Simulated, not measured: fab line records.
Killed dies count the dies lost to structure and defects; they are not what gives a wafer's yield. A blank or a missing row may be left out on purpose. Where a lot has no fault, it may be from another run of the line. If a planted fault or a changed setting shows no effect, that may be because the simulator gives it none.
Struck lot and sound lot, side by side :: flow nand_harc :: 15 steps out of a route of 1302
Sound: these wafers, L659.2, L659.3, L659.6. Struck: wafer L657.3 (left out: L657.5, a lot-mate that was not struck); the cause follows at the end.
At each step with rows: each side's tool, then ch and its chambers, then its first start. Under that, the readings that differ: sound wafers :: struck wafers :: difference of the means :: sigmas: that difference in standard deviations of wafers without a fault.
alike: readings with means less than 2 such deviations apart, plus words and numbers identical on both sides. not compared: withheld readings, readings lacking a value on some wafer, bounds such as >300 that could conceal the same value, and numbers that have no deviation in the record and whose values overlap.
The two part at a step that has a row with sigmas, a row that says differs or no value, or rows on one side only. Numbers that don't overlap but have no deviation are shown without sigmas and don't part them. A reading that every wafer of one side lacks parts them only if that side has two wafers or more.

first, 1 step without rows for these wafers: NHARC_A_ONON_D1_DEP_06 (target thk 1000 nm).
NHARC_A_ONON_D1_THK_MEAS_08: measures by ellipsometry.
  sound: film_metro-01 at day 12 02:52; struck: film_metro-01 at day 11 04:33
reading: thk_nm (nm)
sound: 997 996 996
struck: 1015
difference: +19
sigmas: +2
after that, 1 step with no rows for these wafers: NHARC_A_ONON_D1_DEP_09 (target thk 1000 nm).
NHARC_A_ONON_D1_THK_MEAS_11: measures by ellipsometry.
  sound: film_metro-01 at day 12 03:26; struck: film_metro-01 at day 11 05:07
  alike: thk_nm
after that, 1 step with no rows for these wafers: NHARC_A_ONON_D1_DEP_12 (target thk 1000 nm).
NHARC_A_ONON_D1_THK_MEAS_14: measures by ellipsometry.
  sound: film_metro-01 at day 12 04:00; struck: film_metro-01 at day 11 05:41
  alike: thk_nm
then, 2 steps without rows for these wafers: NHARC_A_ONON_D1_ANNEAL_15 (time 3600 s); NHARC_A_ONON_D1_DEP_16 (target thk 1000 nm).
NHARC_A_ONON_D1_THK_MEAS_18: measures by ellipsometry.
  sound: film_metro-01 at day 12 14:58; struck: film_metro-01 at day 11 14:01
reading: thk_nm (nm)
sound: 1002 1003 1001
struck: 1027
difference: +25
sigmas: +3
after that, 1 step with no rows for these wafers: NHARC_A_ONON_D1_DEP_19 (target thk 1000 nm).
NHARC_A_ONON_D1_THK_MEAS_21: measures by ellipsometry.
  sound: film_metro-01 at day 12 15:32; struck: film_metro-01 at day 11 14:35
  alike: thk_nm
NHARC_A_ONON_D1_DEP_22: target thk 1000 nm.
  sound on pecvd_onon-04 ch 0, day 12 15:39; struck on pecvd_onon-01 ch 0, day 11 14:46
NHARC_A_ONON_D1_THK_MEAS_24: measures by ellipsometry.
  sound: film_metro-01 at day 12 16:06; struck: film_metro-01 at day 11 15:10
reading: thk_nm (nm)
sound: 982 983 984
struck: 1545
difference: +562
sigmas: +56
after that, 1 step with no rows for these wafers: NHARC_A_ONON_D1_DEP_25 (target thk 1000 nm).
-- jump in the record: it breaks off in module A_ONON_D1 and resumes in module END (first step shown: number 1302 of the route), and 16 days separate the struck wafers' starts before and after --
NHARC_END_SORT_01:
  sound on prober-02 ch 0, day 28 21:24; struck on prober-02 ch 0, day 27 11:53
reading: killed_at_array
sound: 46 52 39
struck: 672
difference: +626
sigmas: +39

reading: killed_at_periphery
sound: 13 10 10
struck: 3
difference: -8
sigmas: -3

reading: killed_dies
sound: 59 62 49
struck: 677
difference: +620
sigmas: +39
  alike: killed_at_other, killed_open, killed_short

## WHERE THEY PART
Earliest at NHARC_A_ONON_D1_THK_MEAS_08; latest, in this record, at NHARC_END_SORT_01.

WHY: what the simulator had put in
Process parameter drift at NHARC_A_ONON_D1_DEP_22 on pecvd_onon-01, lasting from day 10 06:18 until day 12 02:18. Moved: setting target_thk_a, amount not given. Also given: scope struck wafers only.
